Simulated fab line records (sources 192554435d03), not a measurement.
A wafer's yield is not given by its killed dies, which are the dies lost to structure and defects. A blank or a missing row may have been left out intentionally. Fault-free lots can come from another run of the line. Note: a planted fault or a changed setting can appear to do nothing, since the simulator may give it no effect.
fab line records	flow n5-finfet
record lots=3	wafers=8	last-day=17
route steps=1938 shown HKMG_FIN@394 BEOL_M4@1111 PASSIVATION@1936
lots that met no fault: taken from a fault-free run of the same line
start-h: the number of hours between the record's first day and the start of the first shown wafer of the lot	wait-h: hours from the lot's prior step to this one	" the same as in the row above	L1.1+2: a row that stands for several wafers	- no value, or no start given	* or withheld: withheld	< > ~ a bound
route shown NAME@n: a module of which the file shows steps, and the number in the route of the first	usual: mean and standard deviation over wafers with no fault	same: alike in all rows	chamber/n: place in a boat	sites: per-site readings	_std_site: their standard deviation	_edge_site: the outer-site mean with the inner-site mean subtracted	radius-mm: how far each site lies from the wafer's centre	mask NAME#n: copy n	behind: the most recent tool/chamber to have shaped the wafer	hold: the reason the lot was held/the length of the hold in hours/how it ended	device: whichever transistor did not switch (one of n, p or np)	end of line: at the end of the route, the tests of the same wafers	a step without rows: its recipe alone	killed: the dies lost at the first sort to structure and to defects; this is not the yield of the wafer	map: a wafer's dies, x killed, . not, _ none there
set.NAME: the run value of the setting; set.NAME@STEP: its run value at that earlier step	model.NAME: the simulator's own value behind a step, which no gauge read
lots seen at some steps along the route; tables by step, rows by wafer
services: the hour from which a tool's chamber was out of use, counted from the record's first day as start-h (under 0 if before that day), plus the number of hours and why
## steps
# step N5_HKMG_FIN_SOFTBAKE_44
# recipe temp-c=110	time-s=60	resist=CAR-ArF
# step N5_HKMG_FIN_EXPOSE_46
# recipe mask-id=NDIPOLE	na=1.35	source-shape=conventional	sigma-outer=0.8	polarization=unpolarized	dose-mj=40
# step N5_HKMG_FIN_PEB_47
# recipe peb-temp-c=withheld	peb-time-s=60	resist=CAR-ArF
# step N5_HKMG_FIN_DEVELOP_48
# recipe develop-time-s=30	developer=TMAH	resist=CAR-ArF	rinse-liquid=diw	dry=air-spin	dev-temp-c=23
# step N5_HKMG_FIN_DESCUM_53
# recipe chemistry=O2	time-s=7.9	source-power-w=50	bias-power-w=20	pressure-mtorr=20	rf-frequency-hz=2.712e+07	temp-c=40	resist=CAR-ArF	o2-flow-sccm=225
# step N5_HKMG_FIN_ETCH_54
# recipe chemistry=CF4	target=SiARC	target-depth-a=455	mask-material=CAR-ArF	time-s=75.8	ion-energy-ev=80	pressure-mtorr=40	source-w=545	bias-w=36	Ar_flow_sccm=100	cf4-flow-sccm=100	ends=cleared
# step N5_HKMG_FIN_ETCH_55
# recipe chemistry=N2/H2	target=SOC	target-depth-a=2400	temp-c=40	time-s=300	ion-energy-ev=200	mask-material=SiARC	pressure-mtorr=30	source-w=840	bias-w=150	n2-flow-sccm=200	h2-flow-sccm=200
# step N5_HKMG_FIN_STRIP_56
# recipe chemistry=N2/H2	temp-c=40	n2-flow-sccm=200	h2-flow-sccm=200	rf-frequency-hz=6e+07
# step N5_HKMG_FIN_STRIP_57
# recipe chemistry=CF4	resist=SiARC	power-w=300	bias-power-w=75	pressure-mtorr=50	cf4-flow-sccm=150	rf-frequency-hz=6e+07
# step N5_HKMG_FIN_ETCH_58
# recipe chemistry=N2/H2	target=SOC	target-depth-a=2158	ion-energy-ev=50	bias-w=13	time-s=741	pressure-mtorr=30	source-w=875	n2-flow-sccm=200	h2-flow-sccm=200
# usual bias-w=13.00/0.038	drypump-motor-current-A=5.8/0.42	oes-product-au=0.73/0.049	rf-vpp-V=99.0/1	run-length-s=764.4/0.46	showerhead-plenum-p-Torr=2.54/0.1	throttle-valve-pct=17.90/0.25
lot.wafer	tool	chamber	start-h	wait-h	bias-w	drypump-motor-current-A	oes-product-au	rf-hours-counter-h	rf-vpp-V	run-length-s	showerhead-plenum-p-Torr	throttle-valve-pct	model.SOC_of_HKMG_FIN_COAT_41.thk-nm	model.HKMG_FIN.feature-depth-nm	model.etch.depth-nm
L176.1	rie-diel-05	2	79.60	0.0	12.98	5.5	0.75	164	99.4	764.2	2.66	17.75	84.4	216.6	216.5
L176.3	"	3	"	"	12.96	6.1	0.78	132	98.8	764.0	2.54	17.74	85.2	216.2	216.2
L176.6	"	2	"	"	12.99	5.5	0.76	-	99.3	763.9	2.66	17.75	84.6	215.6	215.6
L190.2	rie-diel-05	3	161.90	0.0	-	6.1	0.77	155	99.7	612.1	2.53	17.79	129.4	171.4	171.5
L190.4	"	2	"	"	-	5.6	0.73	190	99.5	611.0	2.65	17.80	132.2	169.8	169.8
L194.1	rie-diel-04	2	185.98	0.0	13.02	6.1	0.74	193	98.9	763.8	2.43	17.85	85.6	216.6	216.6
L194.2	"	0	"	"	12.99	5.6	0.78	86	98.4	764.3	2.44	17.30	92.6	210.4	210.4
L194.5	"	2	"	"	12.99	6.1	0.73	-	97.4	763.6	2.43	17.85	87.4	215	215
# step N5_HKMG_FIN_STRIP_93
# recipe chemistry=N2/H2	material=SOC	time-s=20	power-w=500	temp-c=40	pressure-mtorr=50	rf-frequency-hz=6e+07	bias-power-w=8	h2-frac=0.5	n2-flow-sccm=300	h2-flow-sccm=300
# usual drypump-motor-current-A=5.8/0.42	oes-product-au=0.73/0.051	rf-vpp-V=54.1/0.84	showerhead-plenum-p-Torr=3.36/0.13	throttle-valve-pct=19.09/0.27
lot.wafer	tool	chamber	start-h	wait-h	drypump-motor-current-A	oes-product-au	rf-hours-counter-h	rf-vpp-V	showerhead-plenum-p-Torr	throttle-valve-pct	model.SOC_of_HKMG_FIN_COAT_41.thk-nm
L176.1	rie-diel-05	2	80.02	0.2	5.6	0.74	165	55.2	3.50	19.16	74.2
L176.3	"	3	"	"	6.1	0.78	132	53.5	3.36	18.79	75.2
L176.6	"	2	"	"	5.5	0.75	-	54.3	3.51	19.15	74.4
L190.2	rie-diel-05	3	162.32	0.2	6.1	0.76	156	55.1	3.34	18.82	119.2
L190.4	"	2	"	"	5.5	0.74	190	53.7	3.49	19.19	122
L194.1	rie-diel-04	2	186.40	0.2	6.1	0.74	194	52.1	3.22	19.20	75.4
L194.2	"	0	"	"	5.6	0.80	86	54.2	3.23	18.38	82.4
L194.5	"	2	"	"	6.1	0.74	-	54.4	3.22	19.19	77
# step N5_HKMG_FIN_WET_ETCH_76
# recipe chemistry=dNH4OH	mix=1:50	temp-c=25	target=Al2O3	stop-on=La2O3	target-depth-nm=2.25	dry=ipa-marangoni	rinse-time-s=30	rinse-temp-c=23
# step N5_HKMG_FIN_STRIP_60
# recipe chemistry=N2/H2	power-w=2500	temp-c=300	h2-frac=0.65	time-s=360	pressure-mtorr=withheld	n2-flow-sccm=1750	h2-flow-sccm=3250
# step N5_HKMG_FIN_WET_ETCH_77
# recipe chemistry=dHCl	mix=1:10000	temp-c=25	target=La2O3	stop-on=HfO2	target-depth-nm=2
# step N5_HKMG_FIN_WET_ETCH_78
# recipe chemistry=dNH4OH	mix=1:50	temp-c=25	target=Al2O3	stop-on=La2O3	target-depth-nm=4.5	dry=ipa-marangoni	rinse-time-s=30	rinse-temp-c=23
# step N5_HKMG_FIN_ALD_79
# recipe material=TiN	target-thk-a=15	temp-c=400	ald-precursor-family=TiCl4	ald-co-reactant=NH3	pulse-time-s=1	purge-time-s=3	co-reactant-purge-time-s=2	co-reactant-pulse-time-s=2	ald-cycles=68	pressure-torr=3
# step N5_HKMG_FIN_CVD_62
# recipe material=a-Si	target-thk-a=30	temp-c=500	precursor=Si2H6	pressure-torr=1	time-s=20.8
# step N5_HKMG_FIN_RTA_80
# recipe temp-c=withheld	time-s=2	ambient=N2	idle-temp-c=600	ramp-up-c-per-s=150	ramp-down-c-per-s=60	cool-to-c=600
# step N5_HKMG_FIN_PRECLEAN_64
# recipe chemistry=dHF	time-s=30	temp-c=25	dilution=withheld
# step N5_HKMG_FIN_WET_ETCH_65
# recipe chemistry=TMAH	temp-c=70	conc-wt-pct=5	target=a-Si	stop-on=TiN	time-s=49	target-depth-nm=3
# step N5_HKMG_FIN_WET_ETCH_81
# recipe chemistry=SC1	target=TiN	stop-on=HfO2	mix=1:1:5	temp-c=60	time-s=57	target-depth-nm=6
# step N5_HKMG_FIN_WET_ETCH_82
# recipe chemistry=dHCl	mix=1:10000	temp-c=25	target=La2O3	stop-on=HfO2	target-depth-nm=2	dry=ipa-marangoni	rinse-time-s=30	rinse-temp-c=23
# step N5_HKMG_FIN_ALD_36
# recipe material=TiN	target-thk-a=10	temp-c=400	ald-precursor-family=TiCl4	ald-co-reactant=NH3	pulse-time-s=1	purge-time-s=3	co-reactant-purge-time-s=2	co-reactant-pulse-time-s=2	ald-cycles=47	pressure-torr=3
# step N5_HKMG_FIN_PWFM_ALD_03
# recipe material=TiN	target-thk-a=20	temp-c=400	ald-precursor-family=TiCl4	ald-co-reactant=NH3	pulse-time-s=1	purge-time-s=3	co-reactant-purge-time-s=2	co-reactant-pulse-time-s=2	ald-cycles=91	pressure-torr=3
# step N5_HKMG_FIN_COAT_29
# recipe resist=SOC	temp-c=250	time-s=60	spin-rpm=1500	resist-thk-nm=300
# step N5_HKMG_FIN_COAT_30
# recipe resist=SiARC	temp-c=220	time-s=60	spin-rpm=1500	resist-thk-nm=35
# step N5_HKMG_FIN_COAT_06
# recipe resist=CAR-ArF	spin-rpm=1500	resist-thk-nm=90
# step N5_HKMG_FIN_EBR_08
# recipe solvent=PGMEA	ebr-width-mm=1.5
# step N5_HKMG_FIN_SOFTBAKE_07
# recipe temp-c=110	time-s=60	resist=CAR-ArF
# step N5_HKMG_FIN_EXPOSE_09
# recipe mask-id=NWFM	na=1.35	source-shape=conventional	sigma-outer=0.8	polarization=unpolarized	dose-mj=39.25
# step N5_HKMG_FIN_PEB_10
# recipe peb-temp-c=withheld	peb-time-s=60	resist=CAR-ArF
# step N5_HKMG_FIN_DEVELOP_11
# recipe develop-time-s=30	developer=TMAH	resist=CAR-ArF	dev-temp-c=23	rinse-liquid=diw	dry=air-spin
# step N5_HKMG_FIN_DESCUM_17
# recipe chemistry=O2	time-s=7.9	source-power-w=50	bias-power-w=20	pressure-mtorr=20	rf-frequency-hz=2.712e+07	temp-c=40	resist=CAR-ArF	o2-flow-sccm=225
# step N5_HKMG_FIN_ETCH_31
# recipe chemistry=CF4	target=SiARC	target-depth-a=455	mask-material=CAR-ArF	time-s=75.8	ion-energy-ev=80	pressure-mtorr=40	source-w=545	bias-w=36	Ar_flow_sccm=100	cf4-flow-sccm=100	ends=cleared
# step N5_HKMG_FIN_ETCH_32
# recipe chemistry=N2/H2	target=SOC	target-depth-a=2400	temp-c=40	time-s=300	ion-energy-ev=200	mask-material=SiARC	pressure-mtorr=30	source-w=840	bias-w=150	n2-flow-sccm=200	h2-flow-sccm=200
# step N5_BEOL_M4_RC_MEAS_101
# usual DIBL_N=36.6/1.9	DIBL_P=36.7/2.2	IOFF_N=0.16/0.035	IOFF_N_85C=3.2/0.57	IOFF_N_LIN=0.074/0.013	IOFF_N_LONG=5.48e-05/2.4e-06	IOFF_P=0.22/0.038	ION_N=672/14	ION_P=462/8.3	SS_N=71.6/0.65	SS_P=73.5/0.72	VT_N=250/3.5	VT_N_LONG=275.1/2.1	VT_P=-250/3.1
lot.wafer	tool	chamber	start-h	wait-h	DIBL_N[mV/V]	DIBL_P[mV/V]	IOFF_N[nA/um]	IOFF_N_85C[nA/um]	IOFF_N_LIN[nA/um]	IOFF_N_LONG[nA/um]	IOFF_P[nA/um]	ION_N[uA/um]	ION_P[uA/um]	SS_N[mV/dec]	SS_P[mV/dec]	VT_N[mV]	VT_N_LONG[mV]	VT_P[mV]
L176.1	prober-02	0	202.49	0.0	36.8	35.4	0.15	3.1	0.074	5.5e-05	0.20	691	476	71.5	72.8	247	275.3	-249
L176.3	"	0	"	"	38.0	38.1	0.18	3.5	0.083	5.45e-05	0.23	691	477	71.9	72.8	248	273.6	-249
L176.6	"	0	"	"	37.3	35.9	0.16	3.2	0.076	5.53e-05	0.21	689	472	71.9	72.7	248	273.7	-254
L190.2	prober-01	0	283.63	0.2	39.5	37.0	4.22	49.2	1.912	0.0009559	0.27	729	478	72.1	74.5	157	188.6	-246
L190.4	"	0	"	"	37.6	34.9	3.58	42.9	1.659	0.0010227	0.22	693	459	71.6	74.1	162	184.8	-250
L194.1	prober-02	0	296.96	0.0	35.7	35.6	0.14	2.9	0.070	5.56e-05	0.19	666	459	71.1	73.4	252	271.6	-253
L194.2	"	0	"	"	33.6	33.6	0.12	2.5	0.062	5.55e-05	0.18	673	462	71.0	72.5	252	274.5	-250
L194.5	"	0	"	"	36.5	37.2	0.16	3.1	0.077	5.47e-05	0.22	676	467	71.4	73.3	250	271.5	-251
# step N5_PASSIVATION_PROBE_49
# usual defect-limited-yield=91.6/1.4	killed_at_M0_to_M3=35/10	killed_at_M4_up=13/4.8	killed-at-contacts=12/7.2	killed-at-front-end=36/12	killed-at-other=4/3.1	killed-dies=100/17	killed-open=66/13	killed-short=32/7.3	sort_bin_4_leakage=0.00/0.0099	sort_bin_5_function=5.0/0.94	sort_bin_6_memory=3.1/0.67	sort-n-pass=1080/17	sort-yield-pct=91.6/1.4
# same gross-dies=1180	killed-at-back-side=0	sort_bin_8_speed[%]=0
lot.wafer	tool	chamber	start-h	wait-h	defect-limited-yield[%]	killed_at_M0_to_M3	killed_at_M4_up	killed-at-contacts	killed-at-front-end	killed-at-other	killed-dies	killed-open	killed-short	sort_bin_4_leakage[%]	sort_bin_5_function[%]	sort_bin_6_memory[%]	sort-n-pass	sort-yield-pct[%]
L176.1	prober-02	-	311.73	0.0	90.1	47	24	16	29	1	117	72	45	0	6.5	3.1	1063	90.1
L176.3	prober-02	-	311.83	0.1	90.3	51	12	21	27	3	114	77	33	0	5.6	3.4	1066	90.3
L176.6	prober-02	-	311.98	0.3	90.3	58	18	13	25	0	114	66	41	0	5.8	3.4	1066	90.3
L190.2	prober-02	-	418.19	0.1	92.6	26	8	17	34	2	87	49	35	92.63	4.2	3.0	0	0
L190.4	prober-02	-	418.29	0.2	92.5	22	6	9	35	17	89	54	31	92.46	4.7	2.4	0	0
L194.1	prober-01	-	418.56	0.0	91.7	22	20	8	44	4	98	71	27	0	4.5	3.4	1082	91.7
L194.2	prober-01	-	418.61	0.1	92.4	49	8	1	29	3	90	65	24	0	4.1	3.2	1090	92.4
L194.5	prober-01	-	418.76	0.2	92.0	38	7	5	44	0	94	59	35	0	5.0	2.6	1086	92.0
# killed by level:class
L176.1 BEOL_M0_SAQP:geometric-particle:short=14 BEOL_M4:geometric-particle:open=14 MOL_CONTACT_COAG:geometric-particle:open=13 BEOL_M0_SAQP:geometric-particle:open=13 FIN_SAQP:geometric-particle:open=8 FIN_SAQP:geometric-particle:short=6 BEOL_M3:geometric-particle:open=6 BEOL_M1:geometric-particle:short=5
L176.3 BEOL_M0_SAQP:geometric-particle:open=15 MOL_CONTACT_COAG:geometric-particle:open=14 BEOL_M3:geometric-particle:open=12 BEOL_M0_SAQP:geometric-particle:short=11 MOL_CONTACT_COAG:geometric-particle:short=7 BEOL_M1:geometric-particle:open=6 GATE_CUT:geometric-particle:short=5 BEOL_M2:geometric-particle:open=5
L176.6 BEOL_M0_SAQP:geometric-particle:short=17 BEOL_M2:geometric-particle:open=13 BEOL_M0_SAQP:geometric-particle:open=13 MOL_CONTACT_COAG:geometric-particle:open=10 BEOL_M3:geometric-particle:open=5 BEOL_M4:geometric-particle:open=5 BEOL_M8:geometric-particle:open=5 STARTING-WAFER:geometric-particle:short=5
L190.2 MOL_CONTACT_COAG:geometric-particle:open=14 BEOL_M2:geometric-particle:open=7 BEOL_M2:geometric-particle:short=7 DUMMY_GATE:geometric-particle:open=6 FIN_SAQP:geometric-particle:short=5 GATE_CUT:geometric-particle:open=4 BEOL_M0:geometric-particle:short=4 MOL_CONTACT_COAG:geometric-particle:short=3
L190.4 FIN_SAQP:geometric-particle:short=8 MOL_CONTACT_COAG:geometric-particle:open=7 BEOL_M1:geometric-particle:open=7 PAD_METAL:geometric-particle:short=6 BEOL_M2:geometric-particle:open=6 FIN_SAQP:geometric-particle:open=4 DUMMY_GATE:geometric-particle:open=4 SPACER0:geometric-particle:open=4
L194.1 STI_FIN_REVEAL:geometric-particle:open=12 BEOL_M4:geometric-particle:open=10 MOL_CONTACT_COAG:geometric-particle:open=8 BEOL_M2:geometric-particle:open=6 GATE_CUT:geometric-particle:short=5 FIN_SAQP:geometric-particle:open=4 FIN_SAQP:geometric-particle:short=4 BEOL_M0_SAQP:geometric-particle:open=4
L194.2 STI_FIN_REVEAL:geometric-particle:open=10 BEOL_M2:geometric-particle:open=10 BEOL_M3:geometric-particle:open=10 BEOL_M0_SAQP:geometric-particle:open=9 BEOL_M0_SAQP:geometric-particle:short=7 BEOL_M1:geometric-particle:open=7 DUMMY_GATE:geometric-particle:open=5 BEOL_M4:geometric-particle:open=5
L194.5 BEOL_M0_SAQP:geometric-particle:open=16 STI_FIN_REVEAL:geometric-particle:open=9 BEOL_M0_SAQP:geometric-particle:short=9 FIN_SAQP:geometric-particle:open=8 GATE_CUT:geometric-particle:short=8 FIN_SAQP:geometric-particle:short=5 MOL_CONTACT_COAG:geometric-particle:open=4 BEOL_M1:geometric-particle:open=4
# map L190.4 (x killed, . not)
_________________...........x________________
______________.................._____________
___________x.x....x.x.......x......__________
__________...x...xx..x.............._________
________......x...........x...x......._______
_______.....................x..........______
______x.x..........................x...._____
_____..............x...x.x.............x.____
____...........x..x.......................___
___...........x............................__
___.....x.x.......................x..x.....__
__.....x.x.................................._
__....................x....................._
_........x............x...x..................
_............................................
_x............x............xx.....x..........
_....x...x...............x............xx..x..
_..x...................................x.....
_.............x......x.....x..xx.............
_...........................x.x.........x....
_x.....................................x.x...
__.x...........x......x...xx.....x....x..x.._
__..............................x.......x..._
___........................................__
___.x..............x.......................__
____...x.....x.................x..........___
_____........x........x..x.x.x...........____
______.................................._____
_______.............x........x.........______
________.x......x..x..........x.....x._______
__________...............x.........._________
___________x.......................__________
______________.........x....x..._____________
_________________............________________
# map L176.1 (x killed, . not)
_________________............________________
______________....x............._____________
___________....x.x.................__________
__________....x...................x._________
________.......................x....x._______
_______.x..x.........x.................______
______.xx....x...x.....x....x......x...._____
_____................xx...xx.x....x......____
____..........x.......................x...___
___.......x............xx......x...........__
___............x.......x.............x.x...__
__....x.......x.............x.xx.........x.._
__....................x...x.......x........._
_........x...............xxxx......x.........
_x.x............x........x...................
_.....x...................................x..
_...x.................x...............x..x...
_.................x.........x..x.........x.x.
_...........x..x..........................x..
_......x........xx.......................x...
_...x........x.xx.x.x......x...x......x......
__.....x...............................x...._
__x................................x..x...x._
___.x..xxx.......................x.........__
___.....x..x.x.....xx......................__
____...........x.....x..x.x...............___
_____..........xx........................____
______..............xx...x...x...x...x.._____
_______..........x................x.x..______
________x..............x.............._______
__________......................x..._________
___________.x..x...................__________
______________.................._____________
_________________.....x.....x________________
## services
tool	chamber	start-h	hours	kind
rie-diel-05	-	70.86	2.8	pm
rie-diel-05	-	117.75	0.6	repair
rie-diel-05	-	126.84	0.3	repair
rie-diel-04	0	146.11	2.5	repair
## key
first-sign step=N5_HKMG_FIN_ETCH_58	reading=run-length-s	direction=down	sigmas=99+	usual=*	struck=*
effect step=N5_BEOL_M4_RC_MEAS_101	reading=IOFF_N_LONG	direction=up	sigmas=99+	usual=5.48e-05	struck=0.0009893
effect step=N5_BEOL_M4_RC_MEAS_101	reading=IOFF_N_LIN	direction=up	sigmas=99+	usual=0.074	struck=1.786
effect step=N5_BEOL_M4_RC_MEAS_101	reading=IOFF_N	direction=up	sigmas=99+	usual=0.16	struck=3.90
effect step=N5_BEOL_M4_RC_MEAS_101	reading=IOFF_N_85C	direction=up	sigmas=76	usual=3.2	struck=46.0
effect step=N5_BEOL_M4_RC_MEAS_101	reading=VT_N_LONG	direction=down	sigmas=42	usual=275.1	struck=186.7
effect step=N5_BEOL_M4_RC_MEAS_101	reading=VT_N	direction=down	sigmas=26	usual=250	struck=159
effect step=N5_PASSIVATION_PROBE_49	reading=sort_bin_4_leakage	direction=up	sigmas=99+	usual=0.00	struck=92.54
model-effect step=N5_HKMG_FIN_ETCH_58	value=SOC_of_HKMG_FIN_COAT_41.thk-nm	without=86.5	struck=130.8
model-effect step=N5_HKMG_FIN_STRIP_93	value=SOC_of_HKMG_FIN_COAT_41.thk-nm	without=76.3	struck=120.6
met-at N5_HKMG_FIN_ETCH_58
struck-wafers L190.2,L190.4
onset-between 79.60 161.90
fault kind=process-parameter-drift	tool=rie-diel-05	chamber=-	onset-h=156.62	steps=N5_HKMG_FIN_ETCH_58	channel=time-s	offset=*	shape=step	end-h=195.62	scope=struck-wafers-only	acts-in=*	stated=*
